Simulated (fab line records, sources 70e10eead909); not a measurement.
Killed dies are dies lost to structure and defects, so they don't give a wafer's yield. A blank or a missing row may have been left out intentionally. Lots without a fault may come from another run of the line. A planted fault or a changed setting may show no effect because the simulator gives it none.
A lot that was struck, set against a sound lot / flow nand-harc / 14 steps out of a route of 1159
Sound: the wafers L863.1, L863.2, L863.6. Struck: wafers L866.2, L866.3, L866.5. The cause comes at the end.
Per side, at each step with rows, come the tool, then ch with its chambers, and then its first start. Under that, the readings that differ: sound wafers / struck wafers / difference of the means / sigmas: that difference in standard deviations of wafers without a fault.
alike: a reading whose means differ by less than 2 such deviations, as well as words and numbers matching on both sides. not compared: withheld readings; readings where some wafer has no value; bounds like >300 that might hide an equal value; numbers whose values overlap and for which the record gives no deviation.
The two part at a step that has a row with sigmas, a row that says differs or no value, or rows on one side only. When numbers do not overlap yet have no deviation, they are printed without sigmas and do not part them. A reading that every wafer of one side lacks parts them only if that side has two wafers or more.

first, 1 step without rows for these wafers: NHARC_A_CONTACT_STRIP_27 (strips in post etch residue remover, time 600 s).
NHARC_A_CONTACT_ALD_18: deposits TiN, target thk 3 nm, pulse time 1 s, ald cycles 150.
  sound on ald-metal-02 ch 1,2,3, day 17 14:53; struck on ald-metal-01 ch 0,1,3, day 18 18:19
  alike: heater-power-w, precursor-pulse-height-rel
NHARC_A_CONTACT_CVD_19: deposits W, target thk 300 nm, time 802 s.
  sound: cvd-w-01 ch 0,1; struck: cvd-w-01 ch 0,1
  alike: heater-power-w, throttle-valve-pct
NHARC_A_CONTACT_CMP_20: polishes, t overpolish 30 s, target thk 300 nm.
  sound on cmp-03 ch 0,1, day 17 17:17; struck on cmp-04 ch 0,2,3, day 18 19:29
  alike: motor-current-A, overpolish-run-s, retaining-ring-pressure-frac, slurry-flow-ml-min, time-to-endpoint-s
then, 1 step without rows for these wafers: NHARC_A_CONTACT_SRD_22.
NHARC_A_CONTACT_INSPECT_23:
  sound on defect-inspect-02, day 17 17:41; struck on defect-inspect-02, day 18 19:50
  alike: raw-defect-count
then, 5 steps without rows for these wafers: NHARC_A_BLC_DEHYDRATE_00 (time 120 s); NHARC_A_BLC_HMDS_01 (time 30 s); NHARC_A_BLC_COAT_02 (time 75 s); NHARC_A_BLC_COAT_03 (time 65 s); NHARC_A_BLC_COAT_04 (resist thk 90 nm).
NHARC_A_BLC_SOFTBAKE_05: time 55 s.
  sound on litho-track-01 ch 0, day 17 17:00; struck on litho-track-06 ch 0, day 18 19:00
reading=heater-power-total-W (W); sound=188.60 188.33 188.26; struck=186.55 186.42 186.24; difference=-1.99; sigmas=-15
  alike: exhaust-pa
then, 1 step without rows for these wafers: NHARC_A_BLC_EBR_06.
-- the record jumps here: 2 days lie between the struck wafers' starts before and after (it left off in module A_BLC and takes up again in module END, whose first step shown is number 1159 of the route) --
NHARC_END_SORT_01:
  sound on prober-01 ch 0, day 19 20:10; struck on prober-02 ch 0, day 20 20:10
reading=killed-at-other; sound=0 0 1; struck=4 1 3; difference=+2; sigmas=+3
  alike: killed-at-array, killed-at-periphery, killed-dies, killed-open, killed-short

== WHERE THEY PART ==
Earliest at NHARC_A_BLC_SOFTBAKE_05; latest, in this record, at NHARC_END_SORT_01.

WHY: what had been put in by the simulator
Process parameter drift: litho-track-06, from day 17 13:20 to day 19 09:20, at NHARC_A_BLC_SOFTBAKE_05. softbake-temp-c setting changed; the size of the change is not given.
